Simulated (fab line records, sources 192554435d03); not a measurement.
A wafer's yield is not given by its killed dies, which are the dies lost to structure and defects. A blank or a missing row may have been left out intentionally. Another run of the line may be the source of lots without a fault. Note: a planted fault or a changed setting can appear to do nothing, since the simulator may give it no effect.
Split-lot study || flow n5-finfet || 21 wafers read across 7 lots, on a route 1938 steps long

ABOUT THE SPLIT
At N5_BEOL_M5_EXPOSE_08 (exposes mask M5, target cd 28 nm), the setting dose-mj was moved away from the recipe's 35.75 on 4 of the 21 wafers read, by -4.3% to +7.4%. The other wafers ran this setting at the recipe's value.

FROM THE SPLIT TO THE READING: what the file shows between them, 20 steps
- N5_BEOL_M5_PEB_09: peb time 60 s
- N5_BEOL_M5_DEVELOP_10: develop time 30 s
- N5_BEOL_M5_CD_MEAS_11: target cd 27.74 nm
- N5_BEOL_M5_DESCUM_16: chemistry O2, time 7 s
- N5_BEOL_M5_ETCH_72: etches underlayer in N2/H2, target depth 6.5 nm, time 5.2 s
- N5_BEOL_M5_ETCH_61: etches SiARC in CF4, target depth 15.6 nm, time 26 s
- N5_BEOL_M5_ETCH_62: etches SOC in N2/H2, target depth 75 nm, overetch 15 nm, time 112.5 s
- N5_BEOL_M5_STRIP_63: strips in N2/H2
- N5_BEOL_M5_STRIP_73: strips in N2/H2
- N5_BEOL_M5_HM_OPEN_17: chemistry Cl2/BCl3, target TiN, target depth 20 nm, overetch 6 nm
- N5_BEOL_M5_STRIP_19: strips in O2
- N5_BEOL_M5_CD_MEAS_18: pitch 56 nm, target cd 28 nm
- N5_BEOL_M5_COAT_65: time 60 s, resist thk 60 nm
- N5_BEOL_M5_COAT_66: time 60 s, resist thk 12 nm
- N5_BEOL_M5_DESCUM_33: chemistry O2, time 7 s
- N5_BEOL_M5_ETCH_75: etches underlayer in N2/H2, target depth 6.5 nm, time 5.2 s
- N5_BEOL_M5_ETCH_67: etches SiARC in CF4, target depth 15.6 nm, time 26 s
- N5_BEOL_M5_ETCH_68: etches SOC in N2/H2, target depth 80 nm, overetch 16 nm, time 120 s
- N5_BEOL_M5_PRECLEAN_42: cleans in residue remover, time 60 s
- N5_BEOL_M5_SRD_43: time 30 s

THE READING
cd-nm, in nm, at N5_BEOL_M5_CD_MEAS_35 (target cd 28 nm, target cd y 24 nm). Typical for fault-free wafers on this fab line: 27.9 nm, with standard deviation 0.36 nm.

{"wafer": "L074.1", "tool, chamber at the split": "euv-scanner-02, 0", "dose-mj as run": 35.75, "against the recipe": "recipe", "cd-nm, nm": 27.6, "against lot-mates on the recipe": "-"}
{"wafer": "L074.2", "tool, chamber at the split": "euv-scanner-02, 0", "dose-mj as run": 38.38, "against the recipe": "+7.4%", "cd-nm, nm": 29.3, "against lot-mates on the recipe": "+1.4"}
{"wafer": "L074.3", "tool, chamber at the split": "euv-scanner-02, 0", "dose-mj as run": 35.75, "against the recipe": "recipe", "cd-nm, nm": 28.1, "against lot-mates on the recipe": "-"}
{"wafer": "L081.1", "tool, chamber at the split": "euv-scanner-01, 0", "dose-mj as run": 35.75, "against the recipe": "recipe", "cd-nm, nm": 28.5, "against lot-mates on the recipe": "-"}
{"wafer": "L081.3", "tool, chamber at the split": "euv-scanner-01, 0", "dose-mj as run": 35.75, "against the recipe": "recipe", "cd-nm, nm": 27.8, "against lot-mates on the recipe": "-"}
{"wafer": "L081.4", "tool, chamber at the split": "euv-scanner-01, 0", "dose-mj as run": 37.56, "against the recipe": "+5.1%", "cd-nm, nm": 29.1, "against lot-mates on the recipe": "+1.0"}
{"wafer": "L086.3", "tool, chamber at the split": "euv-scanner-02, 0", "dose-mj as run": 35.75, "against the recipe": "recipe", "cd-nm, nm": 27.9, "against lot-mates on the recipe": "-"}
{"wafer": "L086.4", "tool, chamber at the split": "euv-scanner-02, 0", "dose-mj as run": 35.75, "against the recipe": "recipe", "cd-nm, nm": 27.8, "against lot-mates on the recipe": "-"}
{"wafer": "L086.5", "tool, chamber at the split": "euv-scanner-02, 0", "dose-mj as run": 35.75, "against the recipe": "recipe", "cd-nm, nm": 28.3, "against lot-mates on the recipe": "-"}
{"wafer": "L090.1", "tool, chamber at the split": "euv-scanner-02, 0", "dose-mj as run": 35.75, "against the recipe": "recipe", "cd-nm, nm": 28.5, "against lot-mates on the recipe": "-"}
{"wafer": "L090.3", "tool, chamber at the split": "euv-scanner-02, 0", "dose-mj as run": 35.75, "against the recipe": "recipe", "cd-nm, nm": 28.0, "against lot-mates on the recipe": "-"}
{"wafer": "L090.4", "tool, chamber at the split": "euv-scanner-02, 0", "dose-mj as run": 35.75, "against the recipe": "recipe", "cd-nm, nm": 28.5, "against lot-mates on the recipe": "-"}
{"wafer": "L092.3", "tool, chamber at the split": "euv-scanner-02, 0", "dose-mj as run": 37.79, "against the recipe": "+5.7%", "cd-nm, nm": 29.3, "against lot-mates on the recipe": "+0.9"}
{"wafer": "L092.5", "tool, chamber at the split": "euv-scanner-02, 0", "dose-mj as run": 35.75, "against the recipe": "recipe", "cd-nm, nm": 28.4, "against lot-mates on the recipe": "-"}
{"wafer": "L092.6", "tool, chamber at the split": "euv-scanner-02, 0", "dose-mj as run": 35.75, "against the recipe": "recipe", "cd-nm, nm": 28.5, "against lot-mates on the recipe": "-"}
{"wafer": "L095.3", "tool, chamber at the split": "euv-scanner-02, 0", "dose-mj as run": 35.75, "against the recipe": "recipe", "cd-nm, nm": 28.1, "against lot-mates on the recipe": "-"}
{"wafer": "L095.4", "tool, chamber at the split": "euv-scanner-02, 0", "dose-mj as run": 35.75, "against the recipe": "recipe", "cd-nm, nm": 28.1, "against lot-mates on the recipe": "-"}
{"wafer": "L095.6", "tool, chamber at the split": "euv-scanner-02, 0", "dose-mj as run": 35.75, "against the recipe": "recipe", "cd-nm, nm": 28.2, "against lot-mates on the recipe": "-"}
{"wafer": "L096.1", "tool, chamber at the split": "euv-scanner-02, 0", "dose-mj as run": 34.2, "against the recipe": "-4.3%", "cd-nm, nm": 27.0, "against lot-mates on the recipe": -1.1}
{"wafer": "L096.3", "tool, chamber at the split": "euv-scanner-02, 0", "dose-mj as run": 35.75, "against the recipe": "recipe", "cd-nm, nm": 28.1, "against lot-mates on the recipe": "-"}
{"wafer": "L096.4", "tool, chamber at the split": "euv-scanner-02, 0", "dose-mj as run": 35.75, "against the recipe": "recipe", "cd-nm, nm": 28.0, "against lot-mates on the recipe": "-"}

FIT RESULTS
A straight line over all 21 wafers: cd-nm changes by +0.193 nm for each +1% of dose-mj; r = +0.87; the points scatter about the line by 0.27 nm.
The same after taking each lot's own level away (the mean of its wafers on the recipe; 21 wafers): +0.192 nm for each +1%; r = +0.92; scatter 0.2 nm.
Per that fit: largest dose-mj move, reading shift of 1.4 nm.
Across the lots, their own levels run from 27.85 to 28.45 nm, a range of 1.7 times the standard deviation given above.
The two slopes agree, so the slope changes little with the lot-to-lot level.
Check: for one of the wafers moved furthest among these (+7.4%), held out of the fit, the line's prediction against its lot-mates is +1.35 nm. It came out at +1.45 nm against them.

THE WHOLE CHAIN: every reading that the file lists as answering this split, in the file's order
{"step": "N5_BEOL_M5_CD_MEAS_11", "what it does": "target cd 27.74 nm", "reading": "cd-nm", "change (the file's fit)": "+0.222 nm for each +1% of the setting", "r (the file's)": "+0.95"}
{"step": "N5_BEOL_M5_DESCUM_16", "what it does": "chemistry O2, time 7 s", "reading": "BEOL_M5.cd-nm (the simulator's own value, which no gauge read)", "change (the file's fit)": "+0.226 nm for each +1% of the setting", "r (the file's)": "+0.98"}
{"step": "N5_BEOL_M5_ETCH_61", "what it does": "etches SiARC in CF4, target depth 15.6 nm, time 26 s", "reading": "BEOL_M5.cd-nm (the simulator's own value, which no gauge read)", "change (the file's fit)": "+0.207 nm for each +1% of the setting", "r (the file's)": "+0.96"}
{"step": "N5_BEOL_M5_ETCH_62", "what it does": "etches SOC in N2/H2, target depth 75 nm, overetch 15 nm, time 112.5 s", "reading": "BEOL_M5.cd-nm (the simulator's own value, which no gauge read)", "change (the file's fit)": "+0.201 nm for each +1% of the setting", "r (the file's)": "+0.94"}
{"step": "N5_BEOL_M5_CD_MEAS_18", "what it does": "pitch 56 nm, target cd 28 nm", "reading": "cd-nm", "change (the file's fit)": "+0.218 nm for each +1% of the setting", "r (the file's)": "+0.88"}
{"step": "N5_BEOL_M5_ETCH_75", "what it does": "etches underlayer in N2/H2, target depth 6.5 nm, time 5.2 s", "reading": "BEOL_M5.cd-nm (the simulator's own value, which no gauge read)", "change (the file's fit)": "+0.217 nm for each +1% of the setting", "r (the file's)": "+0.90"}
{"step": "N5_BEOL_M5_CD_MEAS_35", "what it does": "target cd 28 nm, target cd y 24 nm", "reading": "cd-nm", "change (the file's fit)": "+0.193 nm for each +1% of the setting", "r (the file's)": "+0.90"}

THE FILE'S OWN FIT
cd-nm changes by +0.193 nm for each +1% of dose-mj, r = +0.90.
